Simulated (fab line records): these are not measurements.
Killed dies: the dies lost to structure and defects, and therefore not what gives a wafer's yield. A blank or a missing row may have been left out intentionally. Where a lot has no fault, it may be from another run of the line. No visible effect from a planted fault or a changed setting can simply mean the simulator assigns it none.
Chamber matching ; flow n5_finfet ; rie_diel-03 running N5_GATE_CUT_ETCH_58: 4 sister chambers
The step etches SiNx in CH3F/O2, target depth 17 nm, time 128.6 s. 8 wafers are shown with their chamber, then 8 later ones without.

WAFERS PAIRED WITH THEIR CHAMBERS
wafer;chamber;drypump_motor_current_A (A);oes_product_au (a.u.)
L078.2;1;5.9;0.77
L079.2;3;5.8;0.94
L079.3;0;5.2;0.75
L079.5;0;5.3;0.75
L087.2;3;5.7;0.91
L087.4;1;5.9;0.75
L087.5;2;6.0;0.74
L088.1;2;6.0;0.73

WAFERS WHOSE CHAMBER IS MISSING
wafer;drypump_motor_current_A (A);oes_product_au (a.u.)
L088.2;5.9;0.76
L088.5;5.9;0.76
L089.3;6.0;0.74
L089.4;5.9;0.75
L089.5;5.3;0.73
L093.1;6.0;0.73
L093.4;5.9;0.74
L093.5;6.0;0.72

EACH ONE'S CHAMBER
wafer;from the rows above;in truth
L088.2;1;1
L088.5;1;1
L089.3;2;2
L089.4;can't be placed: 1 or 2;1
L089.5;0;0
L093.1;2;2
L093.4;can't be placed: 1 or 2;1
L093.5;2;2
6 of 8 placed correctly. Not placeable from these rows: 2 (in 2, the candidates include the true chamber). 0 placed wrongly.
How it was worked out, from the rows above alone: a wafer's distance from a chamber is the root of the sum, over the readings, of the square of ((its reading less the chamber's mean) divided by the reading's scatter). The wafer belongs to the nearest chamber; if the next one is less than 2 further off, it can't be placed. The mean given for a chamber averages the wafers shown for that chamber. The scatter is the square root of a quotient: the sum, over the shown wafers, of each reading's squared deviation from its chamber's mean, divided by wafers minus chambers.
